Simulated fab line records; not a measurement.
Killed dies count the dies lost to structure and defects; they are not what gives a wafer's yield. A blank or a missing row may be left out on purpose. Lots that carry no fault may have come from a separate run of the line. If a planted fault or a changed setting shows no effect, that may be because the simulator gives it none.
What tool caused it? / flow nand_harc / Sampling: 15 lots, 43 wafers, 3 of 1302 route steps

== WHAT EACH GAUGE READ, for each wafer ==
NHARC_A_ZERO_WELL_INSPECT_17. Usual: raw_defect_count at 10, with a standard deviation of 6.1.
lot=L594; measured=day 7 04:18; on=defect_inspect-02; raw_defect_count=16 3 11; flag=
lot=L595; measured=day 7 19:38; on=defect_inspect-01; raw_defect_count=12 11 14; flag=
lot=L596; measured=day 7 21:31; on=defect_inspect-02; raw_defect_count=16 16 25; flag=
lot=L597; measured=day 8 15:44; on=defect_inspect-01; raw_defect_count=16 7 13; flag=
lot=L598; measured=day 8 23:42; on=defect_inspect-01; raw_defect_count=11 12 5; flag=
lot=L600; measured=day 9 15:53; on=defect_inspect-02; raw_defect_count=13 6 7; flag=
lot=L599; measured=day 9 19:35; on=defect_inspect-02; raw_defect_count=8 5 6; flag=
lot=L602; measured=day 10 16:05; on=defect_inspect-01; raw_defect_count=18 17 16; flag=
lot=L606; measured=day 12 20:21; on=defect_inspect-02; raw_defect_count=10 21; flag=
lot=L608; measured=day 13 03:42; on=defect_inspect-01; raw_defect_count=2 4 4; flag=
lot=L609; measured=day 13 14:26; on=defect_inspect-02; raw_defect_count=8 5; flag=
lot=L610; measured=day 14 05:32; on=defect_inspect-02; raw_defect_count=8 23 7; flag=
lot=L611; measured=day 14 06:10; on=defect_inspect-01; raw_defect_count=6 11 9; flag=
lot=L612; measured=day 14 17:56; on=defect_inspect-02; raw_defect_count=15 5 15; flag=
lot=L615; measured=day 16 06:14; on=defect_inspect-01; raw_defect_count=2 8 7; flag=

NHARC_A_ONON_D1_THK_MEAS_14: measures by ellipsometry. Usual: thk_nm at 1002 nm, with a standard deviation of 10.
lot=L594; measured=day 8 03:45; on=film_metro-01; thk_nm (nm)=996 993 993; flag=
lot=L595; measured=day 8 19:19; on=film_metro-02; thk_nm (nm)=998 999 997; flag=
lot=L596; measured=day 8 19:20; on=film_metro-01; thk_nm (nm)=1000 1000 999; flag=
lot=L597; measured=day 9 14:41; on=film_metro-02; thk_nm (nm)=1004 1004 1005; flag=
lot=L598; measured=day 9 22:54; on=film_metro-02; thk_nm (nm)=1010 1009 1010; flag=
lot=L600; measured=day 10 14:58; on=film_metro-02; thk_nm (nm)=998 997 995; flag=
lot=L599; measured=day 10 23:04; on=film_metro-01; thk_nm (nm)=1000 1001 1000; flag=
lot=L602; measured=day 11 19:22; on=film_metro-01; thk_nm (nm)=1011 1011 1012; flag=
lot=L606; measured=day 13 18:57; on=film_metro-02; thk_nm (nm)=703 1010; flag=OFF
lot=L608; measured=day 14 05:59; on=film_metro-01; thk_nm (nm)=687 995 993; flag=OFF
lot=L609; measured=day 14 17:28; on=film_metro-02; thk_nm (nm)=691 997; flag=OFF
lot=L610; measured=day 15 05:06; on=film_metro-02; thk_nm (nm)=1017 1015 1017; flag=
lot=L611; measured=day 15 05:06; on=film_metro-01; thk_nm (nm)=1001 1002 1001; flag=
lot=L612; measured=day 15 17:57; on=film_metro-02; thk_nm (nm)=992 994 993; flag=
lot=L615; measured=day 17 04:28; on=film_metro-01; thk_nm (nm)=1025 1027 1026; flag=

== TOOL THAT RAN EACH LOT (tool first, then ch and the chambers of the sampled wafers, then the start) ==
lot=L594; NHARC_A_ONON_D1_DEP_12=pecvd_onon-04 ch 0, day 8 03:18
lot=L595; NHARC_A_ONON_D1_DEP_12=pecvd_onon-01 ch 0, day 8 18:52
lot=L596; NHARC_A_ONON_D1_DEP_12=pecvd_onon-03 ch 0, day 8 18:50
lot=L597; NHARC_A_ONON_D1_DEP_12=pecvd_onon-03 ch 0, day 9 14:11
lot=L598; NHARC_A_ONON_D1_DEP_12=pecvd_onon-03 ch 0, day 9 22:23
lot=L600; NHARC_A_ONON_D1_DEP_12=pecvd_onon-04 ch 0, day 10 14:31
lot=L599; NHARC_A_ONON_D1_DEP_12=pecvd_onon-01 ch 0, day 10 22:37
lot=L602; NHARC_A_ONON_D1_DEP_12=pecvd_onon-01 ch 0, day 11 18:53
lot=L606; NHARC_A_ONON_D1_DEP_12=pecvd_onon-01 ch 0, day 13 18:33
lot=L608; NHARC_A_ONON_D1_DEP_12=pecvd_onon-01 ch 0, day 14 05:35
lot=L609; NHARC_A_ONON_D1_DEP_12=pecvd_onon-01 ch 0, day 14 17:05
lot=L610; NHARC_A_ONON_D1_DEP_12=pecvd_onon-04 ch 0, day 15 04:39
lot=L611; NHARC_A_ONON_D1_DEP_12=pecvd_onon-03 ch 0, day 15 04:35
lot=L612; NHARC_A_ONON_D1_DEP_12=pecvd_onon-03 ch 0, day 15 17:26
lot=L615; NHARC_A_ONON_D1_DEP_12=pecvd_onon-01 ch 0, day 17 04:05
- NHARC_A_ONON_D1_DEP_12: target thk 1000 nm.

== AS READ BY THE TOOLS THEMSELVES (means over the sampled wafers that have a number; for cases with no such wafer, the mark the record gives instead) ==
The record holds no such reading with a usual standard deviation.

== THE ANSWER, worked out from the rows above alone ==
Rule: take the mean of a lot's wafers that have a number; if it is more than 3 standard deviations from the usual mean, the lot is off. A lot without any number at a reading at which 4 lots or more have one is off too. Any other lot the step has rows for is counted as sound. First the gauges in route order, then the tools' own readings, where a lot's mean is used as printed above. The first step at which some lot is off is used, and at that step the reading that is off furthest; a lot without a number counts as furthest.
Off, at NHARC_A_ONON_D1_THK_MEAS_14 on thk_nm: L606, L608, L609.
A tool fits if, at a process step before that reading, it ran every lot that is off, and no sound lot after the first of them. Those tools and the gauges at NHARC_A_ONON_D1_THK_MEAS_14 are tried in the same way. No candidate that was tried fits.

== WHAT HAD BEEN PUT IN BY THE SIMULATOR ==
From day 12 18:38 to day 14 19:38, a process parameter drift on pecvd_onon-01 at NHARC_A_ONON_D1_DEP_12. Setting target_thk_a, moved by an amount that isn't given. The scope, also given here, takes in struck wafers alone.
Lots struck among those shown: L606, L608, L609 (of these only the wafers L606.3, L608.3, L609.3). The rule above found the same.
